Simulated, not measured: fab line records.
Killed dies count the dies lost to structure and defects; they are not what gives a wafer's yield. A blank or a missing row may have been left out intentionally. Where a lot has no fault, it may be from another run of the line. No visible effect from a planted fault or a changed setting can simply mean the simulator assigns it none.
3 desks, one fault / flow nand harc / numbers are kept per desk, each desk with only its own; the story behind them comes last

## AT THE TOOL OWNER'S DESK: litho track-01
The tool's own readings at NHARC_P_GATE_PEB_24 (peb time 65 s): means of the sampled wafers that have a number, for each lot that ran on this tool. A lot is out of limits, marked OUT, if its mean lies more than 4 standard deviations from the usual mean; the brackets give that distance.
Columns: A = heater power total W at NHARC_P_GATE_PEB_24, usual 156.6 W
lot=L796; first seen here=day 4 06:08; A=156.7
lot=L800; first seen here=day 5 17:07; A=156.4
lot=L806; first seen here=day 8 08:51; A=156.7
lot=L807; first seen here=day 8 12:53; A=156.2
lot=L813; first seen here=day 11 08:58; A=435.5 (+99 or more) OUT
lot=L815; first seen here=day 12 06:57; A=436.0 (+99 or more) OUT
This desk's finding: out of limits on L813, L815; first on L813, day 11 08:58 (heater power total W at NHARC_P_GATE_PEB_24). L796, L800, L806, L807 stayed within limits.

## THE DEFECT DESK
Lot by lot, what the route's inspections counted, given as the mean of those sampled wafers with a number. A lot is out of limits, marked OUT, if its mean lies more than 4 standard deviations from the usual mean; the brackets give that distance.
Columns: A = raw defect count at NHARC_P_STI_INSPECT_25, usual 222
lot=L796; first seen here=day 3 06:30; A=282
lot=L798; first seen here=day 3 19:55; A=253
lot=L799; first seen here=day 4 15:07; A=158
lot=L800; first seen here=day 4 15:07; A=149
lot=L802; first seen here=day 5 15:22; A=202
lot=L806; first seen here=day 7 05:55; A=180
lot=L807; first seen here=day 7 10:56; A=253
lot=L808; first seen here=day 7 23:28; A=321
lot=L810; first seen here=day 8 23:33; A=156
lot=L813; first seen here=day 10 04:16; A=212
lot=L814; first seen here=day 10 16:17; A=232
lot=L815; first seen here=day 11 06:09; A=262
lot=L816; first seen here=day 11 06:09; A=188
This desk's finding: nothing out of limits on any of the 13 lots.

## AT THE METROLOGY DESK
Means of the sampled wafers that have a number, per lot and without regard to the tool the lot ran on: this is what the gauges read. A lot is out of limits, marked OUT, if its mean lies more than 4 standard deviations from the usual mean; the brackets give that distance.
Columns: A = cd nm at NHARC_P_GATE_CD_MEAS_26, usual 119.5 nm
lot=L796; first seen here=day 4 06:13; A=119.0
lot=L798; first seen here=day 4 19:49; A=120.1
lot=L799; first seen here=day 5 16:21; A=119.1
lot=L800; first seen here=day 5 17:11; A=118.7
lot=L802; first seen here=day 6 13:50; A=119.5
lot=L806; first seen here=day 8 08:56; A=119.6
lot=L807; first seen here=day 8 12:58; A=118.8
lot=L808; first seen here=day 9 02:12; A=118.8
lot=L810; first seen here=day 9 22:42; A=119.1
lot=L813; first seen here=day 11 09:03; A=222.7 (+99 or more) OUT
lot=L814; first seen here=day 11 16:15; A=119.7
lot=L816; first seen here=day 12 06:53; A=119.3
lot=L815; first seen here=day 12 07:02; A=223.6 (+99 or more) OUT
This desk's finding: out of limits on L813, L815; first on L813, day 11 09:03 (cd nm at NHARC_P_GATE_CD_MEAS_26). L796, L798, L799, L800, L802, L806, L807, L808, L810, L814, L816 stayed within limits.

## BROUGHT TOGETHER
At day 11 08:58, on L813, L815, the tool owner's desk was in a position to raise an alarm.
L813, L815 would have let the metrology desk raise an alarm at day 11 09:03.
No out-of-limits result turned up at the defect desk.
The defect desk has L813, L815 on record, within its limits.
The lots listed all ran NHARC_P_GATE_PEB_24 on litho track-01.

## WHAT HAD BEEN PUT IN BY THE SIMULATOR
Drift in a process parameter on litho track-01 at NHARC_P_GATE_PEB_24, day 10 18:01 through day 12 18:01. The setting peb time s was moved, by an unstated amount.
Struck lots among those shown: L813, L815.
Hours from the fault's start to each desk's first reading out of limits: the tool owner's desk, 15; the metrology desk, 15.
